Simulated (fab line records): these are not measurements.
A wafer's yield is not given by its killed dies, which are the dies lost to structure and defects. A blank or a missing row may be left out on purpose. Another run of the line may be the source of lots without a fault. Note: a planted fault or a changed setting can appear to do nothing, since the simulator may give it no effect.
Split-lot study	flow n5 finfet	7 lots, 21 wafers read, on a route of 1938 steps

ABOUT THE SPLIT
At N5_BEOL_M7_EXPOSE_25 (exposes mask V6, target cd 40 nm), the setting dose mj was moved away from the recipe's 42.5 on 10 of the 21 wafers read, by -7.0% to +6.7%. The other wafers ran this setting at the recipe's value.

FROM THE SPLIT TO THE READING: what the file shows between them, 2 steps
- N5_BEOL_M7_PEB_26: peb time 60 s
- N5_BEOL_M7_DEVELOP_27: develop time 30 s

THE READING
cd nm at N5_BEOL_M7_CD_MEAS_28, given in nm (cd target 40 nm). Fault-free wafers of this fab line usually give 39.96 nm, standard deviation 0.27 nm.

wafer	tool, chamber at the split	dose mj as run	against the recipe	cd nm, nm	against lot-mates on the recipe
L081.1	euv scanner-01, 0	41.13	-3.2%	39.12	-1.17
L081.2	euv scanner-01, 0	41.13	-3.2%	39.65	-0.64
L081.3	euv scanner-01, 0	42.5	recipe	40.29	-
L083.2	euv scanner-01, 0	41.14	-3.2%	39.24	-0.52
L083.3	euv scanner-01, 0	41.14	-3.2%	38.76	-1.00
L083.6	euv scanner-01, 0	42.5	recipe	39.76	-
L082.2	euv scanner-02, 0	42.5	recipe	40.06	-
L082.4	euv scanner-02, 0	42.5	recipe	39.97	-
L082.6	euv scanner-02, 0	42.5	recipe	40.37	-
L085.1	euv scanner-02, 0	45.09	+6.1%	41.29	no lot-mate on the recipe
L085.2	euv scanner-02, 0	45.09	+6.1%	41.35	no lot-mate on the recipe
L085.5	euv scanner-02, 0	45.09	+6.1%	41.69	no lot-mate on the recipe
L087.3	euv scanner-01, 0	39.54	-7.0%	38.53	-1.52
L087.4	euv scanner-01, 0	42.5	recipe	39.73	-
L087.5	euv scanner-01, 0	42.5	recipe	40.38	-
L091.1	euv scanner-01, 0	39.59	-6.8%	38.15	-1.80
L091.2	euv scanner-01, 0	42.5	recipe	40.04	-
L091.6	euv scanner-01, 0	42.5	recipe	39.87	-
L093.3	euv scanner-02, 0	42.5	recipe	40.09	-
L093.4	euv scanner-02, 0	45.34	+6.7%	41.39	+1.58
L093.5	euv scanner-02, 0	42.5	recipe	39.54	-

FIT RESULTS
A straight line over all 21 wafers: cd nm changes by +0.235 nm for each +1% of dose mj; r = +0.96; the points scatter about the line by 0.27 nm.
The same after taking each lot's own level away (the mean of its wafers on the recipe; 18 wafers): +0.242 nm for each +1%; r = +0.96; scatter 0.22 nm.
Per that fit: largest dose mj move, reading shift of 1.7 nm.
The span of the lots' own levels, 39.760 to 40.290 nm, comes to 2.0 times the standard deviation stated above.
Hence the lot-to-lot level has little effect on the slope; both slopes agree.
Check: with one of the wafers moved furthest among these (-7.0%) left out of the fit, the line predicts -1.77 nm for it against its lot-mates. Against them it came out at -1.52 nm.

OTHER SPLITS ON THESE WAFERS
These wafers also went through other splits before the reading. Each is held against what the fit with the lots' levels taken away leaves over:
other split on the same wafers	wafers away from the commonest value	r with cd nm (lot level and that fit taken away)
N5_BEOL_M5_EXPOSE_25 dose mj	6	-0.18
N5_BEOL_M5_TRENCH_ETCH_37 bias w	8	-0.09
N5_BEOL_M6_ETCH_66 bias w	4	-0.13
N5_BEOL_M7_COAT_71 spin rpm	8	+0.18

THE WHOLE CHAIN: every reading that the file lists as answering this split, in the file's order
step	what it does	reading	change (the file's fit)	r (the file's)
N5_BEOL_M7_CD_MEAS_28	target cd 40 nm	cd nm	+0.242 nm for each +1% of the setting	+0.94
N5_BEOL_M7_DESCUM_33	chemistry O2, time 7 s	BEOL_M7.cd nm (the simulator's own value, which no gauge read)	+0.237 nm for each +1% of the setting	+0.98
N5_BEOL_M7_ETCH_65	etches SiARC in CF4, target depth 15.6 nm, time 26 s	BEOL_M7.cd nm (the simulator's own value, which no gauge read)	+0.249 nm for each +1% of the setting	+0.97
N5_BEOL_M7_VIA_ETCH_34	etches SiCOH lowk in C4F6/O2, target depth 125.5 nm, time 50.5 s	BEOL_M7.cd nm (the simulator's own value, which no gauge read)	+0.256 nm for each +1% of the setting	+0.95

FILE'S OWN FIT
cd nm changes by +0.242 nm for each +1% of dose mj, r = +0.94.
